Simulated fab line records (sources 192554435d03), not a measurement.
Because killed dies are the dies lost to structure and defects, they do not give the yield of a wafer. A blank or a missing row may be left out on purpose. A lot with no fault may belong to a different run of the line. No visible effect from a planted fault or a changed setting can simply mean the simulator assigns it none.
Matching of chambers    flow n5Finfet    4 sister chambers for N5_BEOL_M3_ETCH_63 on rieDiel-05
The step etches SiARC in CF4, target depth 15.6 nm, time 26 s. 4 wafers are shown with their chamber, then 10 later ones without.

== EACH WAFER AND ITS CHAMBER ==
wafer   chamber  showerheadPlenumPTorr (Torr)
L083.5  1        2.13
L086.2  3        2.06
L090.1  0        2.28
L090.2  2        2.12

== WAFERS MISSING THEIR CHAMBER ==
wafer   showerheadPlenumPTorr (Torr)
L090.4  2.06
L092.1  2.12
L092.4  2.05
L092.5  2.27
L094.1  2.05
L094.2  2.27
L094.4  2.05
L096.1  2.27
L096.3  2.05
L096.5  2.05

== WHICH CHAMBER EACH WENT THROUGH ==
wafer   from the rows above      in truth
L090.4  3                        3
L092.1  can't be placed: 2 or 1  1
L092.4  3                        3
L092.5  0                        0
L094.1  3                        3
L094.2  0                        0
L094.4  3                        3
L096.1  0                        0
L096.3  3                        3
L096.5  3                        3
Correct placement for 9 of the 10. Unplaceable from these rows: 1, with the true chamber sitting among the candidates in 1. Number placed wrongly: 0.
How it was worked out, from the rows above alone: a wafer's distance from a chamber is the root of the sum, over the readings, of the square of ((its reading less the chamber's mean) divided by the reading's scatter). If the next closest chamber is less than 2 further off than the closest, the wafer can't be placed; otherwise it belongs to the closest. For every chamber, the mean is computed from those of its wafers that are shown. The scatter: root of mean squared gap, hidden wafer to nearest shown wafer, with one shown wafer a chamber.
